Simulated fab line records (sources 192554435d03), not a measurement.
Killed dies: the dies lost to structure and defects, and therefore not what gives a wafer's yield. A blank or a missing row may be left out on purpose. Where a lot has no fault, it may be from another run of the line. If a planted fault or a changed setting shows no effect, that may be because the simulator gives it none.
8D (eight disciplines) problem report, filled in by code | flow n5_finfet | the parts of the form that need people (team, actions taken, sign-off) are left out

## 1. THE ISSUE
Wafers without a fault read 1.003 a.u., standard deviation 0.021; oes_product_au at N5_DUMMY_GATE_ETCH_23 reads a mean of 0.767 a.u. on 4 wafers belonging to 3 lots. That is -11 standard deviations from the usual mean.
The step: etches poly-Si in HBr/Cl2/O2, target depth 41 nm, time 22.3 s.
Earliest sighting: wafer L121.2 on rie_si-06 at day 7 07:02. The record has a number at this step for 25 wafers belonging to 9 lots. Rule for "out", or "out of limits": more than 4 standard deviations from the usual mean. The other wafers with a number count as sound.

## 2. WHAT THIS IS AND IS NOT
question                    | is                             | is not
which readings at this step | oes_product_au                 | drypump_motor_current_A, he_backside_leak_sccm, throttle_valve_pct
which lots                  | L121, L122, L123               | L110, L113, L114, L118, L119, L124
which wafers of those lots  | L121.2, L122.2, L122.6, L123.6 | L121.4, L121.5, L123.4
read on which tools         | rie_si-06                      | rie_si-02
when                        | from day 7 07:02               | up to then (17 sound wafers); but 4 sound wafers of L123, L124 came after

## 3. THE SUSPECTS, EACH WITH WHAT RULES IT OUT
Counting: any tool at a process step up to the reading remains a suspect provided it ran every lot that is out. Sound lots after the first of them don't rule it out here, since some wafers of a struck lot are sound.
- rie_si-05 at N5_DUMMY_GATE_TRIM_49 (chemistry O2, time 29 s, target cd 14 nm): kept. Ran every lot that is out, first one L121 (day 7 06:23); last sound lot up to then L114 (day 5 04:06).
- rie_si-06 at N5_DUMMY_GATE_ETCH_23 (etches poly-Si in HBr/Cl2/O2, target depth 41 nm, time 22.3 s): kept. Ran every lot that is out, first one L121 (day 7 07:02); last sound lot up to then L119 (day 6 16:06). Its own oes_product_au readings are out on those wafers.
Remaining after the count are rie_si-05 at N5_DUMMY_GATE_TRIM_49 and rie_si-06 at N5_DUMMY_GATE_ETCH_23.

## 4. THE CAUSE (what the simulator had put in)
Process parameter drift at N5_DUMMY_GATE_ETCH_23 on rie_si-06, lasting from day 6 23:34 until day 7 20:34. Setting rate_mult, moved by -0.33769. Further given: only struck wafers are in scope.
This tool is one of the 2 suspects left after counting.

## 5. THE CHAIN OF EFFECTS, in route order
Each row: a reading where the mean over the struck wafers with a number is more than 3 standard deviations away from the usual. Scope: only readings with a usual standard deviation given in the record; hours: median across lots of the time from each lot's start at the first step in this table that gives one to its start at this step; sigmas: change in usual standard deviations.
hours | step                  | reading        | usual      | on struck wafers | change | sigmas
0     | N5_DUMMY_GATE_ETCH_23 | oes_product_au | 1.003 a.u. | 0.767            | -0.236 | -11
It contains these process steps:
- N5_DUMMY_GATE_ETCH_23: etches poly-Si in HBr/Cl2/O2, target depth 41 nm, time 22.3 s.
Later measuring or inspecting steps at which every struck wafer that the step has a row for has a number for every such reading, and none has moved that far: N5_BEOL_M4_RC_MEAS_101.

## 6. WHAT WOULD HAVE CAUGHT IT SOONER
In this record the first reading out of limits was taken at day 7 07:02, 7 hours after the fault began at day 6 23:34.
